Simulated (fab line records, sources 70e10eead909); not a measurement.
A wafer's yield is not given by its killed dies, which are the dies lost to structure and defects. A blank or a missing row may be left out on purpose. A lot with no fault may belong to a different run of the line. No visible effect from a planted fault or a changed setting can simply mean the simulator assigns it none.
Matching of chambers	flow nand-harc	NHARC_P_ZERO_WELL_ETCH_65 on rie-diel-05 has 3 sister chambers
The step etches the open film in N2/H2, target depth 80 nm, overetch 24 nm, time 87.88 s. 3 wafers are shown with their chamber, then 5 later ones without.

## WAFERS PAIRED WITH THEIR CHAMBERS
wafer	chamber	showerhead-plenum-p-Torr (Torr)
L628.3	0	2.11
L629.1	2	2.19
L629.2	1	1.95

## WAFERS WHOSE CHAMBER IS MISSING
wafer	showerhead-plenum-p-Torr (Torr)
L630.5	1.95
L630.6	2.19
L644.1	2.10
L644.2	2.18
L644.4	2.10

## EACH ONE'S CHAMBER
wafer	from the rows above	in truth
L630.5	1	1
L630.6	2	2
L644.1	0	0
L644.2	2	2
L644.4	0	0
5 of 5 placed correctly. From these rows, 0 cannot be placed. Number placed wrongly: 0.
How it was worked out, from the rows above alone: a wafer's distance from a chamber is the root of the sum, over the readings, of the square of ((its reading less the chamber's mean) divided by the reading's scatter). If the next closest chamber is less than 2 further off than the closest, the wafer can't be placed; otherwise it belongs to the closest. The mean given for a chamber averages the wafers shown for that chamber. The scatter: with one shown wafer a chamber, the root of the mean of the squares of how far each hidden wafer lies from its nearest shown one.
